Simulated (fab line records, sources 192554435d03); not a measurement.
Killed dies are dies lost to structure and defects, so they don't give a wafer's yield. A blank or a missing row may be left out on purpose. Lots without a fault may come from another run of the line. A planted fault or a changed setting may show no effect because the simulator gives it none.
Split-lot experiment | flow n5_finfet | 7 lots, 21 wafers read, on a route of 1938 steps

THE SPLIT
At N5_BEOL_M11_ETCH_41 (etches SiCN in CH3F/O2, target depth 42.6 nm, time 86 s), the setting time_s was moved away from the recipe's 86 s on 5 of the 21 wafers read, by -20.7% to +19.3%. The other wafers ran this setting at the recipe's value.

The reading is taken at the split's own step.

THE READING
etch.depth_nm (the simulator's own value, which no gauge read), in nm, at N5_BEOL_M11_ETCH_41 (etches SiCN in CH3F/O2, target depth 42.6 nm, time 86 s). The file gives no usual value for it. The 16 wafers here that ran the recipe average 32.74 nm, standard deviation 0.64 nm.

wafer  | tool, chamber at the split | time_s as run, s | against the recipe | etch.depth_nm, nm | against lot-mates on the recipe
L076.1 | rie_diel-06, 0             | 86               | recipe             | 32.79             | -
L076.2 | rie_diel-06, 2             | 86               | recipe             | 32.81             | -
L076.6 | rie_diel-06, 3             | 86               | recipe             | 32.23             | -
L078.1 | rie_diel-06, 3             | 86               | recipe             | 32.77             | -
L078.4 | rie_diel-06, 0             | 86               | recipe             | 32.61             | -
L078.5 | rie_diel-06, 2             | 86               | recipe             | 33.28             | -
L081.3 | rie_diel-06, 0             | 86               | recipe             | 33.01             | -
L081.4 | rie_diel-06, 2             | 68.2             | -20.7%             | 26.25             | -6.76
L081.6 | rie_diel-06, 2             | 68.2             | -20.7%             | 26.5              | -6.51
L085.2 | rie_diel-06, 2             | 80.42            | -6.5%              | 30.86             | -2.01
L085.5 | rie_diel-06, 2             | 86               | recipe             | 32.99             | -
L085.6 | rie_diel-06, 3             | 86               | recipe             | 32.74             | -
L084.1 | rie_diel-04, 3             | 86               | recipe             | 32.76             | -
L084.4 | rie_diel-04, 1             | 86               | recipe             | 32.99             | -
L084.6 | rie_diel-04, 0             | 97.65            | +13.5%             | 37.12             | +4.24
L088.1 | rie_diel-06, 1             | 86               | recipe             | 31.41             | -
L088.5 | rie_diel-06, 1             | 86               | recipe             | 31.43             | -
L088.6 | rie_diel-06, 0             | 86               | recipe             | 32.57             | -
L090.1 | rie_diel-03, 0             | 86               | recipe             | 33.19             | -
L090.2 | rie_diel-03, 3             | 102.6            | +19.3%             | 39.53             | +5.84
L090.5 | rie_diel-03, 2             | 86               | recipe             | 34.19             | -

THE FIT
A straight line over all 21 wafers: etch.depth_nm changes by +0.321 nm for each +1% of time_s; r = +0.98; the points scatter about the line by 0.61 nm.
The same after taking each lot's own level away (the mean of its wafers on the recipe; 21 wafers): +0.314 nm for each +1%; r = +0.99; scatter 0.33 nm.
On that fit, the largest move of time_s shifts the reading by 6.5 nm.
The lots' own levels span 31.803 to 33.690 nm, that is 2.9 times the standard deviation above.
So the lot-to-lot level changes the slope little: the two slopes agree.
Check: with one of the wafers moved furthest among these (-20.7%) left out of the fit, the line predicts -6.42 nm for it against its lot-mates. It came out at -6.76 nm against them.

OTHER SPLITS ON THESE WAFERS
These wafers also went through other splits before the reading. Each is held against what the fit with the lots' levels taken away leaves over:
other split on the same wafers   | wafers away from the commonest value | r with etch.depth_nm (lot level and that fit taken away)
N5_BEOL_M7_DESCUM_33 time_s      | 11                                   | -0.21
N5_BEOL_M9_ETCH_66 bias_w        | 5                                    | -0.11
N5_BEOL_M9_TRENCH_ETCH_37 time_s | 9                                    | -0.28
N5_BEOL_M11_VIA_ETCH_34 time_s   | 10                                   | -0.53

THE FILE'S OWN FIT
etch.depth_nm changes by +0.312 nm for each +1% of time_s, r = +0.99.
